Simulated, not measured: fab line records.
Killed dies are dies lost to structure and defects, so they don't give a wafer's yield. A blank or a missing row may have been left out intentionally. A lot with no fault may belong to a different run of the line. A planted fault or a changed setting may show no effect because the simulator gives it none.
fab line records	flow n5Finfet
record: lots: 24	wafers: 72	lastDay: 19
route steps=1938 shown BEOL_M13@1675 BEOL_M14@1732
lots that met no fault: from a run of the same line without faults
startH: the number of hours between the record's first day and the start of the first shown wafer of the lot	waitH: hours since the lot's step before	" unchanged from the row above	L1.1+2: a single row standing in for several wafers	- no value, or no start was given	* or withheld: withheld	< > ~ a bound
route shown NAME@n: a module of which the file shows steps, and the number in the route of the first	usual: the fault-free wafers' mean and standard deviation	same: alike in all rows	chamber/n: place in a boat	sites: the reading at each site	_std_site: how widely they spread, as a standard deviation	_edge_site: the outer-site mean with the inner-site mean subtracted	radiusMm: for every site, how far away it sits from the centre of the wafer	mask NAME#n: copy n	behind: tool/chamber where the wafer was last shaped	hold: why the lot went on hold/how many hours it stayed there/how the hold came to an end	device: the n, p or np transistor that did not switch	end of line: at the end of the route, the tests of the same wafers	where a step has no rows: the recipe by itself	killed: the dies lost at the first sort to structure and to defects; this is not the yield of the wafer	map: the dies of a wafer, with x for killed, . for not killed, _ for no die there
set.NAME: the setting as run; set.NAME@STEP: as run at that earlier step	model.NAME: the simulator's own value behind a step, which no gauge read
a sample of lots followed through the steps of the route, with each step as a table and each wafer as a row
services: the hour from which a tool's chamber was out of use, counted from the record's first day as startH (under 0 if before that day), plus the number of hours and why
== steps ==
step: N5_BEOL_M13_STRIP_63
recipe: chemistry: N2/H2	powerW: 1000	tempC: 250	h2Frac: 0.65	overashFraction: 0.3	pressureMtorr: 1000	n2FlowSccm: 1750	h2FlowSccm: 3250
usual: drypumpMotorCurrentA: 5.8/0.48	heaterPowerW: 342/39	oesProductAu: 0.674/0.0048	stripTimeToEndpointS: 27.7/0.94
lot.wafer	tool	chamber	startH	waitH	drypumpMotorCurrentA	heaterPowerW	oesProductAu	rfHoursCounterH	stripTimeToEndpointS
L074.2	plasmaAsher-01	0	230.69	-	5.3	392	0.679	66	28.1
L074.3	"	0	"	"	5.3	412	0.677	-	29.2
L074.5	"	0	"	"	5.3	393	0.674	-	26.2
L076.2	plasmaAsher-02	0	243.03	-	6.2	307	0.679	117	28.9
L076.4	"	0	"	"	6.1	307	0.667	-	27.7
L076.5	"	1	"	"	5.4	324	0.675	-	28.3
L075.3	plasmaAsher-02	0	243.29	-	6.2	302	0.675	-	29.9
L075.5	"	0	"	"	6.1	314	0.674	-	27.0
L075.6	"	1	"	"	5.4	328	0.674	-	27.7
L077.2	plasmaAsher-02	1	256.29	-	5.4	327	0.678	121	29.9
L077.4	"	1	"	"	5.4	324	0.679	-	28.5
L077.5	"	1	"	"	5.4	324	0.680	-	28.5
L079.3	plasmaAsher-02	0	262.30	-	6.2	298	0.674	-	28.6
L079.4	"	1	"	"	5.4	322	0.681	-	27.9
L079.6	"	0	"	"	6.2	300	0.674	-	26.9
L078.1	plasmaAsher-01	0	264.77	-	5.3	397	0.684	72	28.7
L078.3	"	1	"	"	6.4	326	0.671	-	26.7
L078.5	"	0	"	"	5.4	408	0.676	-	26.8
L080.1	plasmaAsher-01	1	269.79	-	6.4	318	0.672	73	26.9
L080.3	"	0	"	"	5.4	398	0.668	-	27.1
L080.4	"	1	"	"	6.4	328	0.674	-	26.1
L081.1	plasmaAsher-01	0	290.73	-	5.3	403	0.667	76	27.8
L081.2	"	1	"	"	6.4	329	0.676	76	27.8
L081.5	"	0	"	"	5.3	394	0.678	-	27.0
L082.1	plasmaAsher-01	0	302.25	-	5.3	406	0.676	79	28.3
L082.3	"	1	"	"	6.4	325	0.677	-	28.9
L082.4	"	0	"	"	5.3	407	0.673	-	28.1
L083.1	plasmaAsher-02	1	308.71	-	5.4	327	0.679	131	27.8
L083.3	"	1	"	"	5.4	329	0.669	-	28.0
L083.6	"	0	"	"	6.2	308	0.677	-	27.3
L084.1	plasmaAsher-01	1	322.80	-	6.4	335	0.677	83	28.1
L084.3	"	1	"	"	6.4	333	0.675	-	28.3
L084.4	"	0	"	"	5.3	393	0.676	-	28.0
L087.3	plasmaAsher-01	0	334.16	-	5.4	402	0.678	-	26.0
L087.5	"	1	"	"	6.4	324	0.671	-	25.3
L087.6	"	0	"	"	5.3	390	0.668	-	25.9
L086.1	plasmaAsher-02	1	334.55	-	5.4	328	0.673	136	27.8
L086.2	"	0	"	"	6.2	301	0.670	136	29.1
L086.6	"	1	"	"	5.4	324	0.676	-	28.0
L085.3	plasmaAsher-01	1	334.89	-	6.4	336	0.673	-	28.3
L085.4	"	0	"	"	5.3	403	0.678	-	27.4
L085.6	"	1	"	"	6.4	330	0.677	-	27.7
L088.1	plasmaAsher-01	0	337.57	-	5.3	389	0.675	86	28.5
L088.3	"	1	"	"	6.4	336	0.688	-	29.5
L088.5	"	0	"	"	5.4	400	0.666	-	26.9
L089.3	plasmaAsher-01	1	338.90	-	6.4	326	0.681	-	29.2
L089.5	"	1	"	"	6.4	330	0.673	-	28.1
L089.6	"	0	"	"	5.3	398	0.671	-	27.8
L090.1	plasmaAsher-02	0	339.25	-	6.2	300	0.680	137	28.6
L090.2	"	1	"	"	5.4	321	0.679	137	28.2
L090.4	"	0	"	"	6.2	303	0.676	-	26.9
L091.1	plasmaAsher-02	1	352.94	-	5.4	323	0.678	140	27.7
L091.2	"	0	"	"	6.1	299	0.675	140	28.7
L091.4	"	0	"	"	6.2	295	0.676	-	26.8
L092.1	plasmaAsher-02	1	356.73	-	5.4	320	0.672	141	27.2
L092.2	"	0	"	"	6.2	303	0.677	141	29.6
L092.6	"	0	"	"	6.2	299	0.665	-	28.0
L094.1	plasmaAsher-01	0	360.82	-	5.4	398	0.673	91	27.5
L094.3	"	0	"	"	5.3	409	0.668	-	27.4
L094.4	"	1	"	"	6.4	328	0.669	-	26.6
L093.1	plasmaAsher-01	0	361.71	-	5.3	393	0.674	91	27.6
L093.3	"	1	"	"	6.4	326	0.666	-	27.5
L093.6	"	1	"	"	6.4	326	0.673	-	26.2
L095.1	plasmaAsher-02	0	372.99	-	6.2	307	0.667	144	28.6
L095.2	"	1	"	"	5.4	325	0.670	144	28.6
L095.5	"	1	"	"	5.4	323	0.682	-	27.6
L096.1	plasmaAsher-01	0	397.05	-	5.4	404	0.680	98	28.7
L096.5	"	0	"	"	5.3	396	0.667	-	26.6
L096.6	"	1	"	"	6.4	330	0.675	-	27.2
L097.2	plasmaAsher-01	0	406.02	-	5.4	396	0.677	99	29.8
L097.5	"	1	"	"	6.4	333	0.664	-	27.7
L097.6	"	0	"	"	5.3	409	0.663	-	27.1
step: N5_BEOL_M13_OCD_MEAS_35
usual: trenchDepthNm: 412/5.5
lot.wafer	tool	chamber	startH	waitH	trenchDepthNm
L074.2	ocd-02	-	231.95	0.0	419
L074.3	"	-	"	"	427
L074.5	"	-	"	"	423
L076.2	ocd-01	-	244.50	0.0	418
L076.4	"	-	"	"	411
L076.5	"	-	"	"	409
L075.3	ocd-01	-	244.60	0.0	408
L075.5	"	-	"	"	408
L075.6	"	-	"	"	402
L077.2	ocd-02	-	257.64	0.0	420
L077.4	"	-	"	"	414
L077.5	"	-	"	"	418
L079.3	ocd-01	-	263.61	0.0	419
L079.4	"	-	"	"	418
L079.6	"	-	"	"	427
L078.1	ocd-01	-	265.97	0.0	414
L078.3	"	-	"	"	412
L078.5	"	-	"	"	410
L080.1	ocd-02	-	270.99	0.0	410
L080.3	"	-	"	"	419
L080.4	"	-	"	"	411
L081.1	ocd-02	-	292.05	0.0	406
L081.2	"	-	"	"	408
L081.5	"	-	"	"	409
L082.1	ocd-01	-	303.49	0.0	411
L082.3	"	-	"	"	410
L082.4	"	-	"	"	414
L083.1	ocd-01	-	309.90	0.0	420
L083.3	"	-	"	"	407
L083.6	"	-	"	"	404
L084.1	ocd-02	-	324.13	0.0	410
L084.3	"	-	"	"	409
L084.4	"	-	"	"	409
L087.3	ocd-02	-	335.34	0.0	411
L087.5	"	-	"	"	408
L087.6	"	-	"	"	407
L086.1	ocd-01	-	335.89	0.0	405
L086.2	"	-	"	"	420
L086.6	"	-	"	"	419
L085.3	ocd-01	-	336.20	0.0	412
L085.4	"	-	"	"	412
L085.6	"	-	"	"	404
L088.1	ocd-02	-	338.78	0.0	418
L088.3	"	-	"	"	407
L088.5	"	-	"	"	405
L089.3	ocd-01	-	340.20	0.0	414
L089.5	"	-	"	"	413
L089.6	"	-	"	"	408
L090.1	ocd-02	-	340.60	0.0	409
L090.2	"	-	"	"	418
L090.4	"	-	"	"	408
L091.1	ocd-01	-	354.15	0.0	405
L091.2	"	-	"	"	417
L091.4	"	-	"	"	409
L092.1	ocd-01	-	358.05	0.0	410
L092.2	"	-	"	"	408
L092.6	"	-	"	"	410
L094.1	ocd-02	-	362.03	0.0	415
L094.3	"	-	"	"	413
L094.4	"	-	"	"	412
L093.1	ocd-02	-	362.90	0.0	412
L093.3	"	-	"	"	407
L093.6	"	-	"	"	413
L095.1	ocd-01	-	374.19	0.0	402
L095.2	"	-	"	"	420
L095.5	"	-	"	"	405
L096.1	ocd-02	-	398.72	0.0	409
L096.5	"	-	"	"	413
L096.6	"	-	"	"	417
L097.2	ocd-02	-	407.35	0.0	406
L097.5	"	-	"	"	403
L097.6	"	-	"	"	415
step: N5_BEOL_M13_RS_MEAS_54
recipe: thkMeasGauge: four-point-probe	reads: Cu_of_BEOL_M13_ECD_47+Ta_of_BEOL_M13_SPUTTER_44+TaN_of_BEOL_M13_SPUTTER_43
usual: M13_RS: 0.0451/0.00062
lot.wafer	tool	chamber	startH	waitH	M13_RS[ohm/sq]
L074.2	filmMetro-02	-	235.43	0.1	0.0443
L074.3	"	-	"	"	0.0436
L074.5	"	-	"	"	0.0439
L076.2	filmMetro-01	-	246.67	0.1	0.0446
L076.4	"	-	"	"	0.0452
L076.5	"	-	"	"	0.0454
L075.3	filmMetro-02	-	252.60	0.1	0.0456
L075.5	"	-	"	"	0.0456
L075.6	"	-	"	"	0.0463
L077.2	filmMetro-02	-	260.86	0.1	0.0443
L077.4	"	-	"	"	0.0447
L077.5	"	-	"	"	0.0445
L079.3	filmMetro-01	-	269.26	0.1	0.0446
L079.4	"	-	"	"	0.0446
L079.6	"	-	"	"	0.0436
L078.1	filmMetro-01	-	273.62	0.1	0.0448
L078.3	"	-	"	"	0.0450
L078.5	"	-	"	"	0.0453
L080.1	filmMetro-01	-	275.80	0.1	0.0452
L080.3	"	-	"	"	0.0442
L080.4	"	-	"	"	0.0450
L081.1	filmMetro-01	-	301.49	0.0	0.0457
L081.2	"	-	"	"	0.0455
L081.5	"	-	"	"	0.0452
L082.1	filmMetro-02	-	308.58	0.0	0.0451
L082.3	"	-	"	"	0.0455
L082.4	"	-	"	"	0.0450
L083.1	filmMetro-01	-	313.24	0.0	0.0443
L083.3	"	-	"	"	0.0456
L083.6	"	-	"	"	0.0461
L084.1	filmMetro-01	-	327.64	0.0	0.0454
L084.3	"	-	"	"	0.0452
L084.4	"	-	"	"	0.0455
L087.3	filmMetro-01	-	340.09	0.1	0.0453
L087.5	"	-	"	"	0.0457
L087.6	"	-	"	"	0.0457
L086.1	filmMetro-02	-	340.94	0.0	0.0458
L086.2	"	-	"	"	0.0441
L086.6	"	-	"	"	0.0444
L085.3	filmMetro-01	-	341.30	0.1	0.0450
L085.4	"	-	"	"	0.0450
L085.6	"	-	"	"	0.0461
L088.1	filmMetro-02	-	341.95	0.0	0.0447
L088.3	"	-	"	"	0.0457
L088.5	"	-	"	"	0.0458
L089.3	filmMetro-02	-	343.81	0.1	0.0449
L089.5	"	-	"	"	0.0450
L089.6	"	-	"	"	0.0456
L090.1	filmMetro-01	-	344.39	0.0	0.0457
L090.2	"	-	"	"	0.0448
L090.4	"	-	"	"	0.0460
L091.1	filmMetro-01	-	361.27	0.0	0.0458
L091.2	"	-	"	"	0.0447
L091.4	"	-	"	"	0.0453
L092.1	filmMetro-01	-	365.18	0.0	0.0454
L092.2	"	-	"	"	0.0456
L092.6	"	-	"	"	0.0456
L094.1	filmMetro-02	-	366.21	0.0	0.0447
L094.3	"	-	"	"	0.0450
L094.4	"	-	"	"	0.0452
L093.1	filmMetro-01	-	372.01	0.0	0.0450
L093.3	"	-	"	"	0.0457
L093.6	"	-	"	"	0.0451
L095.1	filmMetro-01	-	376.15	0.0	0.0462
L095.2	"	-	"	"	0.0443
L095.5	"	-	"	"	0.0459
L096.1	filmMetro-02	-	401.14	0.1	0.0455
L096.5	"	-	"	"	0.0449
L096.6	"	-	"	"	0.0446
L097.2	filmMetro-02	-	409.84	0.1	0.0457
L097.5	"	-	"	"	0.0459
L097.6	"	-	"	"	0.0447
step: N5_BEOL_M14_STRIP_63
recipe: chemistry: O2	powerW: 600	tempC: 60	pressureMtorr: 30	rfFrequencyHz: 6e+07	biasPowerW: 0	overashFraction: 0.3	o2FlowSccm: 225
usual: drypumpMotorCurrentA: 5.7/0.35	oesProductAu: 0.82/0.078	rfVppV: 3.6/0.86	showerheadPlenumPTorr: 2.09/0.076	throttleValvePct: 16.54/0.14
lot.wafer	tool	chamber	startH	waitH	drypumpMotorCurrentA	oesProductAu	rfHoursCounterH	rfVppV	showerheadPlenumPTorr	throttleValvePct
L074.2	rieDiel-02	1	-	-	5.8	0.86	40	3.9	2.05	16.43
L074.3	"	0	"	"	5.9	0.70	188	3.8	2.18	16.51
L074.5	"	2	"	"	5.7	0.87	-	3.7	2.04	16.39
L076.2	rieDiel-01	0	-	-	5.2	0.91	25	3.0	2.05	16.51
L076.4	"	3	"	"	6.4	0.90	-	2.8	2.05	16.43
L076.5	"	0	"	"	5.1	0.91	-	4.7	2.05	16.45
L075.3	rieDiel-06	0	-	-	5.3	0.81	78	5.5	2.22	16.61
L075.5	"	0	"	"	5.3	0.82	-	3.9	2.22	16.61
L075.6	"	2	"	"	5.7	0.86	-	4.3	2.03	16.48
L077.2	rieDiel-06	0	-	-	5.3	0.80	82	2.0	2.22	16.64
L077.4	"	3	"	"	6.2	1.03	1	2.6	2.24	16.37
L077.5	"	3	"	"	6.1	1.02	-	4.9	2.24	16.37
L079.3	rieDiel-06	2	-	-	5.7	0.87	49	2.9	2.03	16.45
L079.4	"	3	"	"	6.1	1.00	3	2.2	2.24	16.38
L079.6	"	1	"	"	5.6	0.71	-	4.6	2.08	16.67
L078.1	rieDiel-06	2	-	-	5.7	0.86	50	3.1	2.03	16.45
L078.3	"	1	"	"	5.6	0.72	203	3.6	2.08	16.63
L078.5	"	3	"	"	6.2	0.98	-	2.3	2.24	16.37
L080.1	rieDiel-01	0	-	-	5.2	0.89	34	3.8	2.04	16.51
L080.3	"	2	"	"	5.8	0.83	91	4.7	2.04	16.37
L080.4	"	3	"	"	6.5	0.89	48	5.2	2.04	16.47
L081.1	rieDiel-02	2	-	-	5.7	0.82	81	3.9	2.03	16.45
L081.2	"	3	"	"	5.2	0.70	232	3.4	2.16	16.65
L081.5	"	1	"	"	5.8	0.83	-	3.2	2.04	16.51
L082.1	rieDiel-02	0	-	-	5.9	0.68	213	3.5	2.17	16.56
L082.3	"	2	"	"	5.7	0.81	83	3.2	2.03	16.47
L082.4	"	1	"	"	5.8	0.82	65	4.3	2.04	16.48
L083.1	rieDiel-01	1	-	-	5.6	0.91	17	2.9	2.07	16.82
L083.3	"	2	"	"	5.7	0.82	101	4.4	2.04	16.40
L083.6	"	3	"	"	6.4	0.86	-	4.3	2.04	16.46
L084.1	rieDiel-06	0	-	-	5.3	0.76	104	3.3	2.21	16.67
L084.3	"	1	"	"	5.6	0.70	223	2.9	2.07	16.66
L084.4	"	2	"	"	5.7	0.84	70	1.7	2.03	16.51
L087.3	rieDiel-01	1	-	-	5.5	0.89	26	4.6	2.06	16.84
L087.5	"	1	"	"	5.5	0.90	-	2.3	2.06	16.82
L087.6	"	2	"	"	5.8	0.81	-	4.6	2.04	16.38
L086.1	rieDiel-01	1	-	-	5.5	0.89	27	3.9	2.06	16.80
L086.2	"	3	"	"	6.4	0.85	68	2.9	2.04	16.52
L086.6	"	0	"	"	5.2	0.86	-	2.8	2.03	16.57
L085.3	rieDiel-01	0	-	-	5.2	0.87	56	3.3	2.04	16.56
L085.4	"	1	"	"	5.5	0.89	27	2.7	2.06	16.82
L085.6	"	2	"	"	5.7	0.81	-	2.5	2.04	16.39
L088.1	rieDiel-06	3	-	-	6.2	0.93	25	3.2	2.23	16.40
L088.3	"	0	"	"	5.3	0.79	110	2.5	2.21	16.69
L088.5	"	3	"	"	6.2	0.93	-	3.0	2.23	16.43
L089.3	rieDiel-06	1	-	-	5.6	0.69	228	2.2	2.07	16.70
L089.5	"	1	"	"	5.6	0.70	-	3.9	2.07	16.67
L089.6	"	0	"	"	5.3	0.78	-	3.7	2.21	16.66
L090.1	rieDiel-01	1	-	-	5.5	0.90	29	3.3	2.06	16.84
L090.2	"	3	"	"	6.4	0.85	69	4.9	2.04	16.50
L090.4	"	0	"	"	5.3	0.86	58	1.7	2.03	16.56
L091.1	rieDiel-01	2	-	-	5.7	0.79	120	2.7	2.04	16.40
L091.2	"	1	"	"	5.5	0.85	35	3.5	2.06	16.85
L091.4	"	3	"	"	6.4	0.85	76	1.9	2.03	16.51
L092.1	rieDiel-02	1	-	-	5.8	0.80	86	3.8	2.03	16.52
L092.2	"	2	"	"	5.7	0.80	106	4.2	2.02	16.48
L092.6	"	1	"	"	5.8	0.81	-	4.2	2.03	16.51
L094.1	rieDiel-06	0	-	-	5.3	0.77	117	3.0	2.20	16.68
L094.3	"	3	"	"	6.2	0.90	34	3.6	2.23	16.43
L094.4	"	1	"	"	5.6	0.69	236	4.9	2.07	16.73
L093.1	rieDiel-02	1	-	-	5.8	0.80	89	2.6	2.03	16.53
L093.3	"	0	"	"	5.9	0.68	236	5.1	2.16	16.62
L093.6	"	1	"	"	5.8	0.81	-	3.3	2.03	16.53
L095.1	rieDiel-01	0	-	-	5.2	0.84	70	3.7	2.03	16.58
L095.2	"	3	"	"	6.5	0.83	82	2.6	2.03	16.52
L095.5	"	1	"	"	5.5	0.86	-	3.9	2.06	16.86
L096.1	rieDiel-06	1	-	-	5.6	0.67	246	3.5	2.06	16.71
L096.5	"	0	"	"	5.3	0.76	-	4.9	2.20	16.71
L096.6	"	3	"	"	6.2	0.90	-	3.1	2.23	16.45
L097.2	rieDiel-02	0	-	-	5.8	0.67	249	3.7	2.16	16.65
L097.5	"	2	"	"	5.7	0.78	-	2.8	2.02	16.52
L097.6	"	3	"	"	5.2	0.92	-	4.3	2.15	16.27
step: N5_BEOL_M14_ETCH_68
recipe: chemistry: N2/H2	target: SOC	maskMaterial: SiARC	sourceW: 3000	biasW: 350	tempC: 40	timeS: 450	ionEnergyEv: 200	pressureMtorr: 30	n2FlowSccm: 200	h2FlowSccm: 200
usual: drypumpMotorCurrentA: 5.7/0.36	oesProductAu: 0.81/0.079	rfVppV: 523.2/2.3	showerheadPlenumPTorr: 2.52/0.082	throttleValvePct: 17.65/0.095
lot.wafer	tool	chamber	startH	waitH	drypumpMotorCurrentA	oesProductAu	rfHoursCounterH	rfVppV	showerheadPlenumPTorr	throttleValvePct
L074.2	rieDiel-02	3	237.36	0.1	5.2	0.71	208	526.2	2.63	17.67
L074.3	"	0	"	"	5.8	0.70	188	524.7	2.62	17.58
L074.5	"	2	"	"	5.7	0.86	-	522.2	2.48	17.58
L076.2	rieDiel-06	1	248.35	0.1	5.6	0.73	193	523.2	2.52	17.60
L076.4	"	1	"	"	5.6	0.72	-	523.6	2.52	17.61
L076.5	"	2	"	"	5.7	0.88	-	522.6	2.48	17.56
L075.3	rieDiel-06	2	254.45	0.1	5.7	0.87	43	522.7	2.48	17.55
L075.5	"	1	"	"	5.6	0.72	-	524.7	2.52	17.61
L075.6	"	2	"	"	5.7	0.88	-	521.9	2.48	17.55
L077.2	rieDiel-06	0	262.94	0.1	5.3	0.80	83	527.9	2.69	17.74
L077.4	"	2	"	"	5.7	0.85	48	521.3	2.48	17.55
L077.5	"	0	"	"	5.3	0.80	-	527.4	2.69	17.72
L079.3	rieDiel-02	1	271.14	0.1	5.9	0.86	51	521.6	2.48	17.59
L079.4	"	2	"	"	5.7	0.83	73	521.7	2.47	17.61
L079.6	"	0	"	"	5.9	0.70	-	526.1	2.62	17.61
L078.1	rieDiel-06	0	275.31	0.1	5.3	0.80	86	527.6	2.69	17.72
L078.3	"	1	"	"	5.6	0.71	204	522.2	2.51	17.63
L078.5	"	2	"	"	5.7	0.86	-	521.9	2.47	17.58
L080.1	rieDiel-01	1	277.64	0.1	5.5	0.95	6	523.0	2.50	17.80
L080.3	"	0	"	"	5.2	0.90	34	522.7	2.48	17.64
L080.4	"	2	"	"	5.7	0.82	91	522.9	2.46	17.44
L081.1	rieDiel-01	0	303.42	0.1	5.2	0.89	41	523.4	2.48	17.65
L081.2	"	3	"	"	6.4	0.87	55	521.7	2.48	17.51
L081.5	"	0	"	"	5.2	0.90	-	520.7	2.48	17.66
L082.1	rieDiel-02	2	310.51	0.1	5.7	0.82	84	520.1	2.47	17.64
L082.3	"	3	"	"	5.2	0.70	234	524.8	2.62	17.75
L082.4	"	1	"	"	5.8	0.84	65	521.0	2.48	17.62
L083.1	rieDiel-01	0	315.07	0.1	5.1	0.88	45	523.2	2.47	17.67
L083.3	"	1	"	"	5.5	0.91	17	521.1	2.49	17.83
L083.6	"	3	"	"	6.4	0.87	-	520.2	2.48	17.55
L084.1	rieDiel-02	2	329.93	0.1	5.7	0.81	90	522.1	2.47	17.63
L084.3	"	3	"	"	5.2	0.69	240	524.6	2.62	17.75
L084.4	"	0	"	"	5.9	0.68	219	525.6	2.61	17.65
L087.3	rieDiel-02	2	341.99	0.1	5.7	0.81	95	521.3	2.46	17.65
L087.5	"	2	"	"	5.7	0.81	-	521.4	2.46	17.64
L087.6	"	3	"	"	5.2	0.69	-	525.8	2.62	17.75
L086.1	rieDiel-02	1	342.92	0.1	5.8	0.82	76	522.2	2.47	17.65
L086.2	"	3	"	"	5.2	0.68	244	526.0	2.62	17.77
L086.6	"	0	"	"	5.9	0.67	-	526.5	2.61	17.66
L085.3	rieDiel-01	1	344.01	0.1	5.5	0.88	28	522.6	2.49	17.84
L085.4	"	3	"	"	6.4	0.86	69	522.1	2.47	17.57
L085.6	"	0	"	"	5.2	0.86	-	521.1	2.47	17.69
L088.1	rieDiel-02	1	344.37	0.1	5.8	0.82	77	521.6	2.47	17.64
L088.3	"	2	"	"	5.7	0.82	96	521.3	2.46	17.65
L088.5	"	0	"	"	5.9	0.68	-	525.7	2.61	17.66
L089.3	rieDiel-02	0	345.49	0.1	5.9	0.67	225	525.5	2.61	17.66
L089.5	"	1	"	"	5.8	0.81	-	523.2	2.47	17.65
L089.6	"	0	"	"	5.9	0.67	-	526.3	2.61	17.67
L090.1	rieDiel-01	3	346.22	0.1	6.4	0.86	70	521.1	2.47	17.56
L090.2	"	0	"	"	5.2	0.87	58	522.0	2.47	17.71
L090.4	"	1	"	"	5.5	0.89	29	523.0	2.49	17.83
L091.1	rieDiel-06	3	363.20	0.1	6.2	0.91	32	528.3	2.71	17.67
L091.2	"	2	"	"	5.7	0.83	80	521.3	2.46	17.61
L091.4	"	2	"	"	5.7	0.81	-	522.4	2.46	17.63
L092.1	rieDiel-01	2	367.06	0.1	5.7	0.78	121	520.9	2.45	17.48
L092.2	"	1	"	"	5.5	0.87	36	521.9	2.48	17.86
L092.6	"	2	"	"	5.7	0.78	-	521.0	2.45	17.48
L094.1	rieDiel-01	1	368.29	0.1	5.6	0.87	37	522.0	2.48	17.86
L094.3	"	2	"	"	5.8	0.79	122	522.5	2.45	17.50
L094.4	"	0	"	"	5.2	0.85	66	522.4	2.47	17.69
L093.1	rieDiel-02	2	373.82	0.1	5.6	0.79	109	520.6	2.46	17.68
L093.3	"	0	"	"	5.8	0.67	237	526.7	2.60	17.68
L093.6	"	2	"	"	5.7	0.79	-	521.2	2.46	17.67
L095.1	rieDiel-01	3	377.96	0.1	6.4	0.84	82	521.0	2.47	17.58
L095.2	"	0	"	"	5.2	0.84	70	521.4	2.46	17.71
L095.5	"	3	"	"	6.5	0.83	-	522.0	2.47	17.60
L096.1	rieDiel-06	3	403.15	0.1	6.2	0.89	45	527.3	2.70	17.70
L096.5	"	2	"	"	5.7	0.81	-	521.4	2.46	17.66
L096.6	"	1	"	"	5.6	0.69	-	522.4	2.50	17.69
L097.2	rieDiel-01	1	411.60	0.1	5.5	0.86	51	521.2	2.48	17.87
L097.5	"	1	"	"	5.5	0.85	-	520.7	2.48	17.89
L097.6	"	2	"	"	5.7	0.78	-	520.6	2.44	17.51
step: N5_BEOL_M14_DEGAS_41
recipe: ambient: vacuum	tempC: 300	timeS: 60
usual: heaterPowerW: 477/53
lot.wafer	tool	chamber	startH	waitH	heaterPowerW
L074.2	pvdSputter-03	-	241.41	0.1	519
L074.3	"	-	"	"	385
L074.5	"	-	"	"	503
L076.2	pvdSputter-01	-	250.21	0.7	518
L076.4	"	-	"	"	441
L076.5	"	-	"	"	402
L075.3	pvdSputter-01	-	256.37	0.1	422
L075.5	"	-	"	"	445
L075.6	"	-	"	"	390
L077.2	pvdSputter-03	-	267.27	0.4	534
L077.4	"	-	"	"	543
L077.5	"	-	"	"	508
L079.3	pvdSputter-02	-	273.91	0.2	494
L079.4	"	-	"	"	489
L079.6	"	-	"	"	483
L080.1	pvdSputter-03	-	279.54	0.4	555
L080.3	"	-	"	"	398
L080.4	"	-	"	"	507
L078.1	pvdSputter-02	-	280.62	0.4	426
L078.3	"	-	"	"	486
L078.5	"	-	"	"	487
L081.1	pvdSputter-01	-	306.49	0.4	394
L081.2	"	-	"	"	425
L081.5	"	-	"	"	423
L082.1	pvdSputter-02	-	312.77	0.4	469
L082.3	"	-	"	"	481
L082.4	"	-	"	"	480
L083.1	pvdSputter-02	-	315.95	0.1	427
L083.3	"	-	"	"	485
L083.6	"	-	"	"	467
L084.1	pvdSputter-03	-	331.81	0.3	391
L084.3	"	-	"	"	501
L084.4	"	-	"	"	536
L087.3	pvdSputter-03	-	343.38	0.3	535
L087.5	"	-	"	"	507
L087.6	"	-	"	"	384
L086.1	pvdSputter-02	-	343.99	0.1	483
L086.2	"	-	"	"	492
L086.6	"	-	"	"	503
L085.3	pvdSputter-03	-	346.44	0.3	554
L085.4	"	-	"	"	502
L085.6	"	-	"	"	544
L088.1	pvdSputter-03	-	346.84	0.5	371
L088.3	"	-	"	"	547
L088.5	"	-	"	"	535
L089.3	pvdSputter-03	-	347.20	0.4	499
L089.5	"	-	"	"	511
L089.6	"	-	"	"	544
L090.1	pvdSputter-02	-	349.31	0.4	485
L090.2	"	-	"	"	477
L090.4	"	-	"	"	420
L091.1	pvdSputter-02	-	364.77	0.3	512
L091.2	"	-	"	"	427
L091.4	"	-	"	"	462
L092.1	pvdSputter-01	-	369.43	0.2	433
L092.2	"	-	"	"	430
L092.6	"	-	"	"	404
L094.1	pvdSputter-03	-	369.72	0.4	391
L094.3	"	-	"	"	510
L094.4	"	-	"	"	535
L093.1	pvdSputter-03	-	374.99	0.2	536
L093.3	"	-	"	"	549
L093.6	"	-	"	"	543
L095.1	pvdSputter-02	-	379.22	0.6	486
L095.2	"	-	"	"	478
L095.5	"	-	"	"	431
L096.1	pvdSputter-03	-	405.51	0.9	506
L096.5	"	-	"	"	530
L096.6	"	-	"	"	395
L097.2	pvdSputter-03	-	412.76	0.4	514
L097.5	"	-	"	"	389
L097.6	"	-	"	"	529
== services ==
tool	chamber	startH	hours	kind
rieDiel-02	0	212.15	22.1	repair
plasmaAsher-01	-	212.83	2.8	pm
rieDiel-06	3	215.95	2.9	repair
rieDiel-01	1	240.61	-	clean
rieDiel-01	1	240.61	-	consumableReplace:focusRing
rieDiel-01	1	240.61	16.8	scheduledDown
rieDiel-01	1	240.61	16.8	ventCycle
plasmaAsher-01	-	240.82	12.0	repair
rieDiel-06	3	242.73	-	clean
rieDiel-06	3	242.73	-	consumableReplace:focusRing
rieDiel-06	3	242.73	-	consumableReplace:showerhead
rieDiel-02	2	281.00	6.7	repair
rieDiel-01	2	307.95	1.8	repair
plasmaAsher-02	-	336.90	2.1	repair
rieDiel-06	0	360.39	6.0	repair
rieDiel-02	3	362.31	-	clean
rieDiel-02	3	362.31	-	consumableReplace:focusRing
rieDiel-02	3	362.31	18.8	scheduledDown
rieDiel-02	3	362.31	18.8	ventCycle
rieDiel-01	1	371.83	1.8	repair
pvdSputter-02	-	391.44	2.1	repair
rieDiel-01	0	411.27	16.4	repair
== key ==
fault none
